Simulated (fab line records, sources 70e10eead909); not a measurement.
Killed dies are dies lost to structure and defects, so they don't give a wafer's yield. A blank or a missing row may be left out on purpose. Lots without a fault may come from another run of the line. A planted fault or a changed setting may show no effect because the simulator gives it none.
fab line records | flow nand_harc
record lots=5 wafers=15 last_day=33
route steps=1302 shown A_STAIRCASE@708
lots that met no fault: from a run of the same line without faults
start_h: hours from the record's first day to the start of the lot's first wafer shown | wait_h: hours since the lot's step before | " the same as in the row above | L1.1+2: a row that stands for several wafers | - no value, or no start given | * or withheld: withheld | < > ~ a bound
route shown NAME@n: a module of which the file shows steps, and the number in the route of the first | usual: mean/standard deviation of fault-free wafers | same: alike in all rows | chamber/n: place in a boat | sites: the reading at each site | _std_site: their standard deviation | _edge_site: outer sites' mean less inner sites' | radius_mm: how far each site lies from the wafer's centre | mask NAME#n: copy n | behind: the tool/chamber that last shaped the wafer | hold: why the lot was held/for how many hours/how that ended | device: the transistor (n, p or np) that didn't switch | end of line: the same wafers' tests at the end of the route | a step without rows: its recipe alone | killed: dies lost to structure and defects at the first sort, not the wafer's yield | map: a wafer's dies, x killed, . not, _ none there
set.NAME: the setting as run; set.NAME@STEP: as run at that earlier step | model.NAME: the simulator's own value behind a step, which no gauge read
lots at some steps of the route; a table a step, a row a wafer
services: from which hour (start_h, from the record's first day; less than 0 if before it) a tool's chamber was out of use, for how many hours, and why
## steps
# step NHARC_A_STAIRCASE_ETCH_194
# recipe target_depth_a=1000 time_s=40.5 ion_energy_ev=400 c4f8_flow_sccm=20 o2_flow_sccm=10 ar_flow_sccm=withheld rf_w=600 bias_w=1000 chemistry=C4F8/O2
# usual oes_product_au=0.942/0.0097 rf_vpp_V=894/5.7
# columns lot.wafer tool chamber start_h wait_h oes_product_au rf_hours_counter_h rf_vpp_V
L074.1 rie_diel-02 2 - - 0.952 47 887
L074.4 " 0 " " 0.950 48 890
L074.5 " 1 " " 0.931 - 894
L077.1 rie_diel-05 1 - - 0.947 44 889
L077.3 " 2 " " 0.944 44 903
L077.4 " 3 " " 0.939 47 899
L080.4 rie_diel-09 1 - - 0.932 28 892
L080.3 " 2 " " 0.930 26 896
L080.5 " 3 " " 0.940 - 901
L085.4 rie_diel-05 0 - - 0.948 17 889
L085.5 " 1 " " 0.947 - 890
L085.6 " 2 " " 0.965 - 904
L095.4 rie_diel-09 3 - - 0.927 - 898
L095.5 " 0 " " 0.937 - 890
L095.6 " 1 " " 0.928 - 893
# step NHARC_A_STAIRCASE_TRIM_196
# recipe time_s=211.2 o2_flow_sccm=500 ar_flow_sccm=0 bias_w=0 chemistry=O2
# usual drypump_motor_current_A=5.8/0.44 oes_product_au=0.999/0.0084 rf_vpp_V=57.7/0.92 showerhead_plenum_p_Torr=3.47/0.15 throttle_valve_pct=17.036/0.0094
# columns lot.wafer tool chamber start_h wait_h drypump_motor_current_A oes_product_au rf_hours_counter_h rf_vpp_V showerhead_plenum_p_Torr throttle_valve_pct
L074.4 rie_diel-05 1 369.60 0.1 6.0 1.003 36 56.8 3.36 17.034
L074.1 " 3 " " 5.9 1.000 40 57.8 3.63 17.030
L074.5 " 0 " " 5.8 0.995 - 55.4 3.33 17.046
L077.4 rie_diel-05 3 398.55 0.1 5.8 0.975 47 56.9 3.63 17.051
L077.3 " 0 " " 5.8 0.982 44 57.2 3.33 17.033
L077.1 " 1 " " 6.0 0.984 44 57.8 3.35 17.018
L080.3 rie_diel-09 3 409.05 0.2 5.0 0.995 28 57.6 3.63 17.040
L080.4 " 1 " " 5.3 0.987 28 56.5 3.43 17.043
L080.5 " 2 " " 6.0 0.988 - 58.6 3.51 17.035
L085.4 rie_diel-02 0 472.44 0.1 6.3 0.989 25 58.5 3.33 17.045
L085.6 " 2 " " 5.1 0.997 - 57.1 3.29 17.042
L085.5 " 3 " " 5.9 0.991 - 58.6 3.76 17.026
L095.4 rie_diel-09 3 582.45 0.2 5.0 0.995 - 58.7 3.60 17.043
L095.6 " 0 " " 6.3 1.006 - 56.4 3.40 17.027
L095.5 " 1 " " 5.3 1.020 - 58.0 3.40 17.052
# step NHARC_A_STAIRCASE_ETCH_197
# recipe target_depth_a=1000 time_s=40.5 ion_energy_ev=400 c4f8_flow_sccm=20 o2_flow_sccm=10 ar_flow_sccm=withheld rf_w=600 bias_w=1000 chemistry=C4F8/O2
# usual oes_product_au=0.948/0.014 rf_vpp_V=894/5.4
# columns lot.wafer tool chamber start_h wait_h oes_product_au rf_hours_counter_h rf_vpp_V
L074.4 rie_diel-05 1 - - 0.954 36 890
L074.1 " 3 " " 0.959 40 901
L074.5 " 0 " " 0.947 - 888
L077.1 rie_diel-05 0 - - 0.935 44 888
L077.3 " 1 " " 0.936 44 889
L077.4 " 2 " " 0.930 44 904
L080.4 rie_diel-09 0 - - 0.952 32 893
L080.3 " 3 " " 0.949 28 901
L080.5 " 1 " " 0.949 - 894
L085.4 rie_diel-02 0 - - 0.973 25 889
L085.5 " 0 " " 0.974 - 888
L085.6 " 1 " " 0.985 - 891
L095.6 rie_diel-09 1 - - 0.948 - 892
L095.5 " 3 " " 0.935 - 899
L095.4 " 0 " " 0.943 - 892
# step NHARC_A_STAIRCASE_TRIM_198
# recipe time_s=211.2 o2_flow_sccm=500 ar_flow_sccm=0 bias_w=0 chemistry=O2
# usual drypump_motor_current_A=5.8/0.44 oes_product_au=0.999/0.0096 rf_vpp_V=57.8/0.94 showerhead_plenum_p_Torr=3.48/0.15 throttle_valve_pct=17.037/0.0095
# columns lot.wafer tool chamber start_h wait_h drypump_motor_current_A oes_product_au rf_hours_counter_h rf_vpp_V showerhead_plenum_p_Torr throttle_valve_pct
L074.4 rie_diel-05 3 - - 5.8 0.989 40 56.8 3.63 17.029
L074.1 " 0 " " 5.8 0.991 37 57.7 3.33 17.031
L074.5 " 1 " " 6.0 1.000 - 57.5 3.36 17.031
L077.3 rie_diel-05 0 - - 5.9 0.992 44 56.5 3.33 17.043
L077.4 " 1 " " 6.1 0.988 44 58.2 3.35 17.054
L077.1 " 3 " " 5.8 0.970 47 58.7 3.63 17.044
L080.3 rie_diel-09 2 - - 6.0 1.004 27 58.7 3.50 17.026
L080.4 " 0 " " 6.3 1.005 33 56.8 3.43 17.044
L080.5 " 2 " " 6.0 1.002 - 58.9 3.50 17.031
L085.4 rie_diel-02 3 - - 6.0 0.995 23 58.1 3.76 17.028
L085.6 " 3 " " 5.9 0.996 - 58.4 3.76 17.043
L085.5 " 0 " " 6.2 0.994 - 58.2 3.33 17.035
L095.5 rie_diel-09 1 - - 5.2 0.998 - 56.9 3.40 17.024
L095.4 " 3 " " 5.0 0.995 - 59.2 3.60 17.039
L095.6 " 0 " " 6.3 1.009 - 57.3 3.40 17.032
# step NHARC_A_STAIRCASE_ETCH_199
# recipe target_depth_a=1000 time_s=40.5 ion_energy_ev=400 c4f8_flow_sccm=20 o2_flow_sccm=10 ar_flow_sccm=withheld rf_w=600 bias_w=1000 chemistry=C4F8/O2
# usual oes_product_au=0.945/0.01 rf_vpp_V=894/5.4
# columns lot.wafer tool chamber start_h wait_h oes_product_au rf_hours_counter_h rf_vpp_V
L074.4 rie_diel-05 3 - - 0.953 40 900
L074.1 " 0 " " 0.957 37 888
L074.5 " 1 " " 0.937 - 892
L077.3 rie_diel-05 2 - - 0.955 44 905
L077.1 " 3 " " 0.938 47 900
L077.4 " 1 " " 0.953 44 890
L080.4 rie_diel-09 0 - - 0.956 33 893
L080.3 " 2 " " 0.934 27 896
L080.5 " 3 " " 0.946 - 899
L085.4 rie_diel-02 1 - - 0.960 26 891
L085.6 " 3 " " 0.949 - 906
L085.5 " 0 " " 0.955 - 888
L095.6 rie_diel-09 3 - - 0.932 - 899
L095.4 " 0 " " 0.934 - 891
L095.5 " 1 " " 0.934 - 890
# step NHARC_A_STAIRCASE_TRIM_200
# recipe time_s=211.2 o2_flow_sccm=500 ar_flow_sccm=0 bias_w=0 chemistry=O2
# usual drypump_motor_current_A=5.8/0.44 oes_product_au=0.998/0.0088 rf_vpp_V=57.6/0.92 showerhead_plenum_p_Torr=3.48/0.15 throttle_valve_pct=17.036/0.0087
# columns lot.wafer tool chamber start_h wait_h drypump_motor_current_A oes_product_au rf_hours_counter_h rf_vpp_V showerhead_plenum_p_Torr throttle_valve_pct
L074.4 rie_diel-05 3 - - 5.8 0.996 40 58.0 3.63 17.038
L074.1 " 1 " " 6.0 1.008 36 59.2 3.36 17.043
L074.5 " 3 " " 5.9 0.998 - 57.7 3.63 17.040
L077.3 rie_diel-05 3 - - 5.9 0.983 47 57.3 3.63 17.027
L077.1 " 1 " " 6.0 0.994 44 58.2 3.35 17.040
L077.4 " 2 " " 6.1 1.000 44 57.9 3.75 17.038
L080.3 rie_diel-09 2 - - 6.0 0.999 27 56.5 3.51 17.026
L080.4 " 0 " " 6.3 1.008 33 57.3 3.43 17.030
L080.5 " 1 " " 5.3 1.009 - 57.0 3.43 17.042
L085.4 rie_diel-02 3 - - 5.9 0.984 24 58.1 3.76 17.023
L085.6 " 0 " " 6.2 0.987 - 57.5 3.33 17.027
L085.5 " 1 " " 5.9 0.992 - 56.9 3.42 17.035
L095.6 rie_diel-09 0 - - 6.3 1.010 - 57.3 3.40 17.025
L095.4 " 1 " " 5.3 1.008 - 56.3 3.40 17.053
L095.5 " 3 " " 5.0 0.998 - 58.3 3.60 17.046
# step NHARC_A_STAIRCASE_ETCH_201
# recipe target_depth_a=1000 time_s=40.5 ion_energy_ev=400 c4f8_flow_sccm=20 o2_flow_sccm=10 ar_flow_sccm=withheld rf_w=600 bias_w=1000 chemistry=C4F8/O2
# usual oes_product_au=0.942/0.01 rf_vpp_V=894/5.4
# columns lot.wafer tool chamber start_h wait_h oes_product_au rf_hours_counter_h rf_vpp_V
L074.1 rie_diel-05 0 - - 0.946 37 889
L074.4 " 2 " " 0.948 37 904
L074.5 " 0 " " 0.946 - 890
L077.1 rie_diel-05 1 - - 0.944 44 889
L077.3 " 2 " " 0.952 45 903
L077.4 " 0 " " 0.934 45 888
L080.4 rie_diel-09 1 - - 0.942 30 892
L080.3 " 2 " " 0.945 27 894
L080.5 " 3 " " 0.937 - 899
L085.4 rie_diel-02 3 - - 0.945 24 904
L085.6 " 3 " " 0.954 - 904
L085.5 " 0 " " 0.946 - 889
L095.5 rie_diel-09 0 - - 0.944 - 892
L095.6 " 1 " " 0.936 - 893
L095.4 " 3 " " 0.935 - 898
# step NHARC_A_STAIRCASE_TRIM_202
# recipe time_s=211.2 o2_flow_sccm=500 ar_flow_sccm=0 bias_w=0 chemistry=O2
# usual drypump_motor_current_A=5.8/0.45 oes_product_au=0.999/0.0083 rf_vpp_V=57.7/0.87 showerhead_plenum_p_Torr=3.48/0.16 throttle_valve_pct=17.036/0.0092
# columns lot.wafer tool chamber start_h wait_h drypump_motor_current_A oes_product_au rf_hours_counter_h rf_vpp_V showerhead_plenum_p_Torr throttle_valve_pct
L074.4 rie_diel-05 0 - - 5.8 0.997 37 56.5 3.33 17.034
L074.1 " 1 " " 6.1 0.988 36 57.7 3.36 17.037
L074.5 " 1 " " 6.1 0.992 - 56.1 3.36 17.020
L077.1 rie_diel-05 1 - - 6.1 0.998 44 56.8 3.35 17.044
L077.4 " 2 " " 6.1 0.998 45 58.1 3.75 17.032
L077.3 " 3 " " 5.9 0.974 47 58.8 3.63 17.035
L080.3 rie_diel-09 3 - - 5.0 0.992 29 57.2 3.63 17.056
L080.4 " 1 " " 5.2 1.004 30 56.9 3.43 17.038
L080.5 " 3 " " 5.0 1.002 - 57.3 3.63 17.051
L085.4 rie_diel-02 0 - - 6.3 0.999 26 57.8 3.33 17.030
L085.5 " 2 " " 5.1 0.992 - 57.1 3.29 17.026
L085.6 " 3 " " 6.0 1.004 - 57.2 3.76 17.058
L095.6 rie_diel-09 0 - - 6.3 1.011 - 56.8 3.40 17.056
L095.4 " 1 " " 5.3 1.000 - 56.7 3.40 17.043
L095.5 " 3 " " 5.0 1.006 - 57.5 3.60 17.022
# step NHARC_A_STAIRCASE_ETCH_203
# recipe target_depth_a=1000 time_s=40.5 ion_energy_ev=400 c4f8_flow_sccm=20 o2_flow_sccm=10 ar_flow_sccm=withheld rf_w=600 bias_w=1000 chemistry=C4F8/O2
# usual oes_product_au=0.941/0.0093 rf_vpp_V=894/5.4
# columns lot.wafer tool chamber start_h wait_h oes_product_au rf_hours_counter_h rf_vpp_V
L074.4 rie_diel-05 2 - - 0.953 37 903
L074.1 " 0 " " 0.936 37 888
L074.5 " 2 " " 0.952 - 904
L077.3 rie_diel-05 0 - - 0.935 45 888
L077.1 " 2 " " 0.937 45 903
L077.4 " 3 " " 0.929 47 899
L080.3 rie_diel-09 2 - - 0.922 28 896
L080.4 " 3 " " 0.941 29 899
L080.5 " 3 " " 0.931 - 899
L085.4 rie_diel-02 2 - - 0.945 24 888
L085.5 " 2 " " 0.937 - 884
L085.6 " 3 " " 0.941 - 904
L095.6 rie_diel-09 0 - - 0.923 - 891
L095.5 " 1 " " 0.940 - 890
L095.4 " 3 " " 0.919 - 898
# step NHARC_A_STAIRCASE_STRIP_205
# recipe power_w=1500 temp_c=250 chemistry=O2
# usual drypump_motor_current_A=5.6/0.62 heater_power_w=348/39 temp_c=250.01/0.18
# columns lot.wafer tool chamber start_h wait_h drypump_motor_current_A heater_power_w rf_hours_counter_h temp_c
L074.1 plasma_asher-01 0 370.69 0.1 5.0 285 5 250.18
L074.4 " 1 " " 5.1 379 - 250.16
L074.5 " 0 " " 5.0 279 - 249.82
L077.1 plasma_asher-02 1 399.69 0.1 6.5 353 32 250.29
L077.3 " 0 " " 5.6 330 - 249.86
L077.4 " 1 " " 6.6 357 - 250.10
L080.4 plasma_asher-01 0 411.47 0.2 5.1 290 - 250.06
L080.3 " 1 " " 5.1 382 - 249.94
L080.5 " 0 " " 5.0 283 - 250.30
L085.4 plasma_asher-02 0 473.60 0.2 5.6 340 - 250.29
L085.5 " 0 " " 5.6 344 - 250.07
L085.6 " 1 " " 6.6 378 - 250.03
L095.4 plasma_asher-02 1 583.99 0.2 6.6 378 - 250.20
L095.5 " 1 " " 6.6 375 - 249.92
L095.6 " 0 " " 5.6 348 - 250.02
# step NHARC_A_STAIRCASE_STRIP_206
# recipe time_s=900 temp_c=130 chemistry=SPM
# usual bath_heat_duty_pct=15.5/1.9 temp_c=130.01/0.14
# columns lot.wafer tool chamber start_h wait_h bath_heat_duty_pct temp_c
L074.5 wet_bench-01 0 371.00 0.1 14.4 129.99
L074.1 " 1 " " 15.6 130.18
L074.4 " 2 " " 14.0 129.92
L077.4 wet_bench-01 7 399.99 0.2 18.6 129.95
L077.1 " 0 " " 14.8 129.81
L077.3 " 3 " " 17.5 129.93
L080.4 wet_bench-09 3 411.74 0.2 15.5 129.60
L080.5 " 6 " " 16.2 129.96
L080.3 " 7 " " 17.6 130.18
L085.4 wet_bench-01 3 473.86 0.2 19.6 130.20
L085.5 " 5 " " 15.2 130.04
L085.6 " 6 " " 12.3 130.14
L095.5 wet_bench-02 1 584.25 0.1 15.9 129.88
L095.4 " 3 " " 13.3 130.15
L095.6 " 4 " " 14.5 130.12
# step NHARC_A_STAIRCASE_PRECLEAN_207
# recipe time_s=* temp_c=50 bath_age_min=0 chemistry=SC1
# usual bath_heat_duty_pct=7.4/1 temp_c=49.98/0.13
# same bath_age_min=0
# columns lot.wafer tool chamber start_h wait_h bath_heat_duty_pct temp_c
L074.5 wet_bench-01 0 - - 6.9 49.78
L074.1 " 1 " " 7.2 49.87
L074.4 " 2 " " 6.3 50.06
L077.4 wet_bench-01 7 - - 9.0 49.83
L077.1 " 0 " " 7.0 50.11
L077.3 " 3 " " 8.1 49.85
L080.4 wet_bench-09 3 - - 7.8 49.92
L080.5 " 6 " " 8.3 49.96
L080.3 " 7 " " 7.7 49.93
L085.4 wet_bench-01 3 - - 8.0 49.92
L085.5 " 5 " " 6.9 49.73
L085.6 " 6 " " 6.2 50.00
L095.5 wet_bench-02 1 - - 7.4 49.96
L095.4 " 3 " " 6.2 50.20
L095.6 " 4 " " 7.2 50.23
# step NHARC_A_STAIRCASE_SRD_208
# columns lot.wafer tool chamber start_h wait_h
L074.5+1+4 wet_bench-01 0,1,2 - -
L077.4+1+3 wet_bench-01 7,0,3 - -
L080.4+5+3 wet_bench-09 3,6,7 - -
L085.4+5+6 wet_bench-01 3,5,6 - -
L095.5+4+6 wet_bench-02 1,3,4 - -
# step NHARC_A_STAIRCASE_DEHYDRATE_209
# recipe temp_c=150 time_s=120
# columns lot.wafer tool chamber start_h wait_h
L074.1+4+5 litho_track-02 0 371.46 -
L077.1+3+4 litho_track-07 0 400.44 -
L080.3+4+5 litho_track-02 0 412.18 -
L085.4+5+6 litho_track-07 0 474.31 -
L095.4+5+6 litho_track-02 0 584.71 -
# step NHARC_A_STAIRCASE_HMDS_210
# recipe time_s=30
# columns lot.wafer tool chamber start_h wait_h
L074.1+4+5 litho_track-02 0 - -
L077.1+3+4 litho_track-07 0 - -
L080.3+4+5 litho_track-02 0 - -
L085.4+5+6 litho_track-07 0 - -
L095.4+5+6 litho_track-02 0 - -
# step NHARC_A_STAIRCASE_COAT_211
# recipe spin_rpm=1200
# columns lot.wafer tool chamber start_h wait_h
L074.1+4+5 litho_track-02 0 - -
L077.1+3+4 litho_track-07 0 - -
L080.3+4+5 litho_track-02 0 - -
L085.4+5+6 litho_track-07 0 - -
L095.4+5+6 litho_track-02 0 - -
# step NHARC_A_STAIRCASE_SOFTBAKE_212
# recipe temp_c=135 time_s=170
# columns lot.wafer tool chamber start_h wait_h
L074.1+4+5 litho_track-02 0 - -
L077.1+3+4 litho_track-07 0 - -
L080.3+4+5 litho_track-02 0 - -
L085.4+5+6 litho_track-07 0 - -
L095.4+5+6 litho_track-02 0 - -
# step NHARC_A_STAIRCASE_EBR_213
# columns lot.wafer tool chamber start_h wait_h
L074.1+4+5 litho_track-02 0 - -
L077.1+3+4 litho_track-07 0 - -
L080.3+4+5 litho_track-02 0 - -
L085.4+5+6 litho_track-07 0 - -
L095.4+5+6 litho_track-02 0 - -
# step NHARC_A_STAIRCASE_EXPOSE_214
# recipe na=0.5 dose_mj=31.26 mask_id=STAIR_3
# columns lot.wafer tool chamber start_h wait_h mask
L074.1+4+5 krf_scanner-01 0 371.79 - STAIR_3#0
L077.1+3+4 krf_scanner-04 0 400.78 - STAIR_3#0
L080.3+4+5 krf_scanner-04 0 412.53 - STAIR_3#0
L085.4+5+6 krf_scanner-01 0 474.55 - STAIR_3#0
L095.4+5+6 krf_scanner-03 0 584.93 - STAIR_3#0
## services
# columns tool chamber start_h hours kind
rie_diel-09 3 352.38 8.4 repair
wet_bench-09 - 352.82 8.0 pm
krf_scanner-04 - 354.00 4.0 pm
krf_scanner-01 - 373.19 0.6 repair
krf_scanner-04 - 373.78 0.3 repair
rie_diel-02 3 388.56 5.6 repair
krf_scanner-01 - 390.46 1.1 repair
rie_diel-02 - 400.29 9.0 pm
litho_track-02 - 402.00 7.0 pm
rie_diel-05 - 406.76 9.0 pm
wet_bench-02 - 420.02 8.0 pm
litho_track-07 - 426.00 7.0 pm
plasma_asher-02 - 426.00 9.0 pm
wet_bench-01 - 439.81 7.1 repair
plasma_asher-02 - 453.44 2.8 repair
wet_bench-01 - 453.67 8.0 pm
wet_bench-09 - 463.39 4.2 repair
plasma_asher-02 - 496.56 2.2 repair
rie_diel-09 - 497.82 9.0 pm
wet_bench-01 - 521.40 7.1 repair
wet_bench-09 - 528.89 8.0 pm
rie_diel-09 2 574.03 11.1 repair
litho_track-02 - 577.00 7.0 pm
rie_diel-05 - 583.76 9.0 pm
## key
fault none
